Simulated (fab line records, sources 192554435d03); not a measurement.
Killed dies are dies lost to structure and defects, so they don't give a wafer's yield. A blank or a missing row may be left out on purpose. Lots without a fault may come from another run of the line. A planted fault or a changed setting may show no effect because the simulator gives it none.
The tool behind it: which one? | flow n5-finfet | 24 lots, 72 wafers sampled, at 6 steps of a route of 1938

== WHAT THE GAUGES READ, wafer by wafer ==
N5_MOL_CONTACT_COAG_OVL_MEAS_85.
lot  | measured     | on         | VG_OVL (nm)
L074 | day 5 04:29  | overlay-02 | -0.7 0.5 -0.6
L075 | day 5 09:08  | overlay-01 | -0.5 0.2 0.1
L076 | day 5 17:00  | overlay-02 | 0.1 -0.5 -0.6
L077 | day 5 19:18  | overlay-02 | -1.0 0.2 0.5
L078 | day 6 08:22  | overlay-01 | -0.1 0.4 0.9
L079 | day 6 13:49  | overlay-01 | 0.3 1.3 -0.9
L080 | day 6 15:50  | overlay-02 | 0.8 0.9 1.2
L081 | day 6 20:02  | overlay-02 | -0.8 0.2 -0.2
L082 | day 6 23:37  | overlay-02 | -0.7 -0.5 -1.1
L083 | day 7 07:38  | overlay-01 | 0.3 -0.6 0.3
L084 | day 7 19:54  | overlay-02 | -1.0 0.5 -0.1
L085 | day 7 22:56  | overlay-02 | -0.7 -0.3 -0.3
L086 | day 8 09:19  | overlay-01 | -1.7 -2.1 -1.0
L087 | day 8 09:57  | overlay-01 | 0.2 -1.7 -1.4
L088 | day 8 16:17  | overlay-01 | 0.6 1.9 0.6
L089 | day 9 01:35  | overlay-02 | 0.4 -0.1 0.4
L090 | day 9 02:12  | overlay-02 | -1.1 -1.7 -2.2
L091 | day 9 11:20  | overlay-02 | 0.1 0.0 -1.5
L092 | day 9 13:04  | overlay-02 | -0.2 -0.6 -1.0
L093 | day 9 22:37  | overlay-02 | 1.2 0.3 -0.1
L094 | day 10 00:27 | overlay-01 | -0.8 0.2 0.1
L095 | day 10 07:50 | overlay-02 | 0.0 -1.1 -0.6
L096 | day 10 14:28 | overlay-02 | -0.7 -1.0 0.1
L097 | day 11 02:20 | overlay-02 | 0.1 0.6 0.4

N5_MOL_CONTACT_COAG_OVL_MEAS_41.
lot  | measured     | on         | VD_OVL (nm)
L074 | day 5 05:50  | overlay-01 | 0.4 0.9 0.7
L075 | day 5 10:46  | overlay-02 | 1.1 0.6 0.5
L076 | day 5 18:23  | overlay-01 | -1.2 -0.8 -0.4
L077 | day 5 21:10  | overlay-01 | 0.2 0.4 0.3
L078 | day 6 09:47  | overlay-01 | -0.1 0.1 1.6
L079 | day 6 15:04  | overlay-02 | -0.3 0.8 -0.1
L080 | day 6 17:08  | overlay-02 | 1.4 0.9 0.0
L081 | day 6 21:17  | overlay-01 | 1.5 0.0 1.7
L082 | day 7 01:41  | overlay-02 | -0.2 0.4 0.6
L083 | day 7 08:58  | overlay-02 | 0.7 1.0 -0.5
L084 | day 7 21:21  | overlay-01 | 1.5 -0.3 1.4
L085 | day 8 01:44  | overlay-01 | 0.5 1.1 0.8
L086 | day 8 11:05  | overlay-02 | 1.2 0.5 -0.4
L087 | day 8 11:26  | overlay-02 | 0.1 0.5 -0.4
L088 | day 8 17:32  | overlay-01 | -0.9 -0.2 -0.9
L089 | day 9 03:28  | overlay-01 | 0.5 0.9 -0.3
L090 | day 9 04:01  | overlay-01 | 1.0 1.2 1.1
L091 | day 9 12:43  | overlay-02 | 0.3 0.1 0.5
L092 | day 9 14:53  | overlay-02 | 0.1 -0.1 1.3
L093 | day 9 23:54  | overlay-02 | 0.0 -0.7 -0.5
L094 | day 10 01:43 | overlay-01 | 0.4 1.0 0.9
L095 | day 10 10:39 | overlay-02 | -0.6 0.8 -0.3
L096 | day 10 15:43 | overlay-01 | -0.7 -0.8 -1.3
L097 | day 11 04:04 | overlay-01 | 1.2 0.2 1.1

N5_MOL_CONTACT_COAG_INSPECT_97: inspects for defects (darkfield).
lot  | measured     | on                | raw-defect-count
L074 | day 5 10:50  | defect-inspect-01 | 35 58 28
L075 | day 5 15:29  | defect-inspect-01 | 51 17 29
L076 | day 5 23:06  | defect-inspect-01 | 25 72 94
L077 | day 6 02:06  | defect-inspect-02 | 64 18 39
L078 | day 6 14:55  | defect-inspect-01 | 19 26 47
L079 | day 6 19:47  | defect-inspect-01 | 49 47 41
L080 | day 6 22:46  | defect-inspect-01 | 28 57 58
L081 | day 7 02:16  | defect-inspect-02 | 40 36 44
L082 | day 7 06:34  | defect-inspect-01 | 53 52 40
L083 | day 7 13:47  | defect-inspect-01 | 47 33 35
L084 | day 8 02:14  | defect-inspect-02 | 34 22 33
L085 | day 8 06:28  | defect-inspect-01 | 25 23 41
L086 | day 8 16:20  | defect-inspect-02 | 93 65 43
L087 | day 8 22:10  | defect-inspect-02 | 25 44 45
L088 | day 9 01:09  | defect-inspect-01 | 97 89 77
L089 | day 9 08:14  | defect-inspect-02 | 28 33 47
L090 | day 9 11:16  | defect-inspect-02 | 20 42 44
L091 | day 9 18:16  | defect-inspect-01 | 59 32 53
L092 | day 9 21:17  | defect-inspect-02 | 27 23 52
L093 | day 10 04:53 | defect-inspect-02 | 27 24 36
L094 | day 10 07:55 | defect-inspect-01 | 28 46 43
L095 | day 10 15:23 | defect-inspect-01 | 35 48 57
L096 | day 10 20:38 | defect-inspect-01 | 38 32 31
L097 | day 11 08:58 | defect-inspect-01 | 56 42 32

== TOOL THAT RAN EACH LOT (tool first, then ch and the chambers of the sampled wafers, then the start) ==
lot  | N5_MOL_CONTACT_COAG_ALD_123       | N5_MOL_CONTACT_COAG_ETCH_65        | N5_MOL_CONTACT_COAG_ALD_133
L074 | ald-sin-01 ch 1,3, day 5 03:29    | rie-diel-06 ch 1,2, day 5 06:14    | ald-sin-03 ch 1,2, day 5 06:20
L075 | ald-sin-02 ch 0,3, day 5 08:16    | rie-diel-06 ch 1,2, day 5 10:53    | ald-sin-02 ch 0,3, day 5 10:59
L076 | ald-sin-03 ch 1,3, day 5 16:00    | rie-diel-02 ch 1,2, day 5 18:30    | ald-sin-02 ch 0,2,3, day 5 18:36
L077 | ald-sin-01 ch 0,1,2, day 5 18:18  | rie-diel-01 ch 0,1,2, day 5 21:18  | ald-sin-02 ch 1,3, day 5 21:28
L078 | ald-sin-02 ch 0,1,3, day 6 07:29  | rie-diel-02 ch 1,3, day 6 09:59    | ald-sin-02 ch 1,3, day 6 10:14
L079 | ald-sin-03 ch 1,2, day 6 12:56    | rie-diel-01 ch 0,2,3, day 6 15:11  | ald-sin-03 ch 0,1,3, day 6 15:17
L080 | ald-sin-01 ch 1,2, day 6 14:58    | rie-diel-01 ch 0,1,3, day 6 17:16  | ald-sin-03 ch 1,2,3, day 6 17:40
L081 | ald-sin-02 ch 0,1,2, day 6 19:02  | rie-diel-02 ch 1,2, day 6 21:25    | ald-sin-01 ch 1,2, day 6 21:31
L082 | ald-sin-01 ch 0,1,2, day 6 22:37  | rie-diel-06 ch 0,2,3, day 7 01:48  | ald-sin-03 ch 1,3, day 7 01:54
L083 | ald-sin-03 ch 1,2, day 7 06:38    | rie-diel-02 ch 0,1,3, day 7 09:05  | ald-sin-03 ch 0,2, day 7 09:17
L084 | ald-sin-01 ch 0,1,3, day 7 19:01  | rie-diel-01 ch 1,2, day 7 21:28    | ald-sin-03 ch 0,1,2, day 7 21:42
L085 | ald-sin-03 ch 0,2,3, day 7 21:56  | rie-diel-01 ch 0,1,2, day 8 01:52  | ald-sin-03 ch 0,1, day 8 01:58
L086 | ald-sin-03 ch 1,2, day 8 08:20    | rie-diel-01 ch 0,3, day 8 11:13    | ald-sin-01 ch 0,2, day 8 11:48
L087 | ald-sin-01 ch 0,1,2, day 8 08:57  | rie-diel-06 ch 0,3, day 8 11:34    | ald-sin-01 ch 0,2, day 8 11:57
L088 | ald-sin-01 ch 0,1,2, day 8 15:25  | rie-diel-02 ch 0,2,3, day 8 17:40  | ald-sin-02 ch 0,1,3, day 8 17:46
L089 | ald-sin-01 ch 0,1,2, day 9 00:43  | rie-diel-02 ch 0,1, day 9 03:36    | ald-sin-01 ch 1,2,3, day 9 03:42
L090 | ald-sin-01 ch 0,1,2, day 9 01:11  | rie-diel-01 ch 0,2,3, day 9 04:07  | ald-sin-01 ch 1,3, day 9 04:13
L091 | ald-sin-03 ch 0,1,2, day 9 10:28  | rie-diel-06 ch 0,2,3, day 9 12:50  | ald-sin-01 ch 0,1,3, day 9 13:34
L092 | ald-sin-02 ch 0,1,3, day 9 12:10  | rie-diel-01 ch 0,1,3, day 9 15:00  | ald-sin-01 ch 0,2,3, day 9 15:06
L093 | ald-sin-01 ch 0,2,3, day 9 21:37  | rie-diel-02 ch 0,1,2, day 10 00:13 | ald-sin-01 ch 1,2,3, day 10 00:19
L094 | ald-sin-02 ch 1,2,3, day 9 23:34  | rie-diel-06 ch 0,1,3, day 10 02:00 | ald-sin-01 ch 0,1,2, day 10 02:06
L095 | ald-sin-02 ch 0,1,3, day 10 06:49 | rie-diel-01 ch 0,1,2, day 10 10:46 | ald-sin-01 ch 0,3, day 10 10:52
L096 | ald-sin-03 ch 0,1,3, day 10 13:36 | rie-diel-01 ch 0,1, day 10 15:51   | ald-sin-01 ch 2,3, day 10 15:57
L097 | ald-sin-03 ch 1,2, day 11 01:20   | rie-diel-02 ch 1,2,3, day 11 04:17 | ald-sin-02 ch 1,2,3, day 11 04:23
- N5_MOL_CONTACT_COAG_ALD_123: deposits SiNx, target thk 5 nm, pulse time 1 s, purge time 2 s.
- N5_MOL_CONTACT_COAG_ETCH_65: etches underlayer in N2/H2, target depth 13 nm, time 10.4 s.
- N5_MOL_CONTACT_COAG_ALD_133: deposits SiO2, target thk 5 nm, pulse time 1 s, co reactant pulse time 1 s.

== WHAT THE TOOLS THEMSELVES READ (means of the sampled wafers that have a number; where no wafer has one, the mark that the record gives instead) ==
N5_MOL_CONTACT_COAG_ALD_123.
lot  | tool       | heater-power-w (W) | precursor-pulse-height-rel
L074 | ald-sin-01 | 892                | 0.986
L075 | ald-sin-02 | 801                | 1.015
L076 | ald-sin-03 | 781                | 1.008
L077 | ald-sin-01 | 946                | 0.991
L078 | ald-sin-02 | 778                | 0.993
L079 | ald-sin-03 | 866                | 0.998
L080 | ald-sin-01 | 980                | 1.006
L081 | ald-sin-02 | 799                | 0.992
L082 | ald-sin-01 | 956                | 1.024
L083 | ald-sin-03 | 848                | 1.010
L084 | ald-sin-01 | 861                | 0.996
L085 | ald-sin-03 | 845                | 1.011
L086 | ald-sin-03 | 838                | 1.014
L087 | ald-sin-01 | 954                | 0.986
L088 | ald-sin-01 | 948                | 0.992
L089 | ald-sin-01 | 952                | 0.997
L090 | ald-sin-01 | 948                | 0.999
L091 | ald-sin-03 | 840                | 1.010
L092 | ald-sin-02 | 791                | 1.016
L093 | ald-sin-01 | 864                | 0.984
L094 | ald-sin-02 | 802                | 1.016
L095 | ald-sin-02 | 787                | 0.980
L096 | ald-sin-03 | 801                | 0.990
L097 | ald-sin-03 | 857                | 1.013

N5_MOL_CONTACT_COAG_ETCH_65.
lot  | tool        | drypump-motor-current-A (A) | etch-rf-on-time-s (s) | oes-product-au (a.u.) | rf-vpp-V (V) | showerhead-plenum-p-Torr (Torr) | throttle-valve-pct (%)
L074 | rie-diel-06 | 5.2                         | 10.31                 | 0.60                  | 524.9        | 2.55                            | 17.93
L075 | rie-diel-06 | 5.2                         | 10.28                 | 0.61                  | 524.1        | 2.55                            | 17.94
L076 | rie-diel-02 | 5.3                         | 10.39                 | 0.63                  | 521.7        | 2.46                            | 18.11
L077 | rie-diel-01 | 5.7                         | 10.23                 | 0.75                  | 525.2        | 2.58                            | 17.81
L078 | rie-diel-02 | 5.1                         | 10.48                 | 0.65                  | 526.5        | 2.63                            | 18.22
L079 | rie-diel-01 | 5.7                         | 10.19                 | 0.69                  | 524.7        | 2.56                            | 17.97
L080 | rie-diel-01 | 5.7                         | 10.16                 | 0.72                  | 525.2        | 2.56                            | 17.83
L081 | rie-diel-02 | 5.3                         | 10.33                 | 0.63                  | 522.2        | 2.46                            | 18.14
L082 | rie-diel-06 | 5.4                         | 10.62                 | 0.61                  | 525.0        | 2.57                            | 18.01
L083 | rie-diel-02 | 5.5                         | 10.49                 | 0.65                  | 524.6        | 2.55                            | 18.01
L084 | rie-diel-01 | 5.7                         | 10.34                 | 0.75                  | 525.2        | 2.58                            | 17.75
L085 | rie-diel-01 | 5.7                         | 10.32                 | 0.73                  | 525.3        | 2.58                            | 17.86
L086 | rie-diel-01 | 5.7                         | 10.12                 | 0.66                  | 523.6        | 2.54                            | 17.99
L087 | rie-diel-06 | 5.4                         | 10.58                 | 0.62                  | 524.7        | 2.56                            | 18.09
L088 | rie-diel-02 | 5.5                         | 10.49                 | 0.62                  | 522.1        | 2.49                            | 18.18
L089 | rie-diel-02 | 5.5                         | 10.40                 | 0.65                  | 522.3        | 2.51                            | 17.84
L090 | rie-diel-01 | 5.7                         | 10.19                 | 0.67                  | 523.3        | 2.55                            | 18.02
L091 | rie-diel-06 | 5.4                         | 10.54                 | 0.61                  | 525.0        | 2.56                            | 18.06
L092 | rie-diel-01 | 5.8                         | 10.25                 | 0.69                  | 524.1        | 2.55                            | 17.86
L093 | rie-diel-02 | 5.6                         | 10.62                 | 0.63                  | 521.9        | 2.46                            | 17.99
L094 | rie-diel-06 | 5.4                         | 10.42                 | 0.68                  | 522.9        | 2.51                            | 17.97
L095 | rie-diel-01 | 5.7                         | 10.49                 | 0.70                  | 525.0        | 2.57                            | 17.90
L096 | rie-diel-01 | 5.7                         | 10.41                 | 0.73                  | 525.3        | 2.57                            | 17.72
L097 | rie-diel-02 | 5.2                         | 10.37                 | 0.62                  | 522.1        | 2.52                            | 18.22

N5_MOL_CONTACT_COAG_ALD_133.
lot  | tool       | heater-power-w (W) | precursor-pulse-height-rel
L074 | ald-sin-03 | 80                 | 0.997
L075 | ald-sin-02 | 74                 | 0.993
L076 | ald-sin-02 | 77                 | 1.005
L077 | ald-sin-02 | 71                 | 1.024
L078 | ald-sin-02 | 71                 | 0.993
L079 | ald-sin-03 | 74                 | 1.024
L080 | ald-sin-03 | 75                 | 0.996
L081 | ald-sin-01 | 92                 | 1.016
L082 | ald-sin-03 | 71                 | 1.006
L083 | ald-sin-03 | 83                 | 1.007
L084 | ald-sin-03 | 79                 | 0.997
L085 | ald-sin-03 | 80                 | 0.996
L086 | ald-sin-01 | 84                 | 0.999
L087 | ald-sin-01 | 87                 | 1.003
L088 | ald-sin-02 | 73                 | 1.000
L089 | ald-sin-01 | 83                 | 1.003
L090 | ald-sin-01 | 83                 | 1.018
L091 | ald-sin-01 | 82                 | 1.013
L092 | ald-sin-01 | 80                 | 0.992
L093 | ald-sin-01 | 82                 | 1.002
L094 | ald-sin-01 | 88                 | 0.997
L095 | ald-sin-01 | 77                 | 1.009
L096 | ald-sin-01 | 82                 | 0.986
L097 | ald-sin-02 | 77                 | 0.993

== THE ANSWER, worked out from the rows above alone ==
Rule: the usual values come from the lots themselves. The widest of any qualifying gaps counts: lots, ordered by their means at a reading, are off when they make up no more than a third of the lots, leave a main group of 4 or more, and stand apart from it by 3 or more times the standard deviation of that group's means. A main group whose means are all the same, to the digits that the tables above print for the reading, isn't used. A lot without any number at a reading at which 4 lots or more have one is off too. The other lots that the step has rows for count as sound. The gauges are gone through in route order, then the tools' own readings, and for those a lot's mean is taken as printed above. The first step at which some lot is off is used, and at that step the reading that is off furthest; a lot without a number counts as furthest.
No lot is off on any of the readings shown, so nothing can be concluded from this.

== WHAT THE SIMULATOR HAD INSERTED ==
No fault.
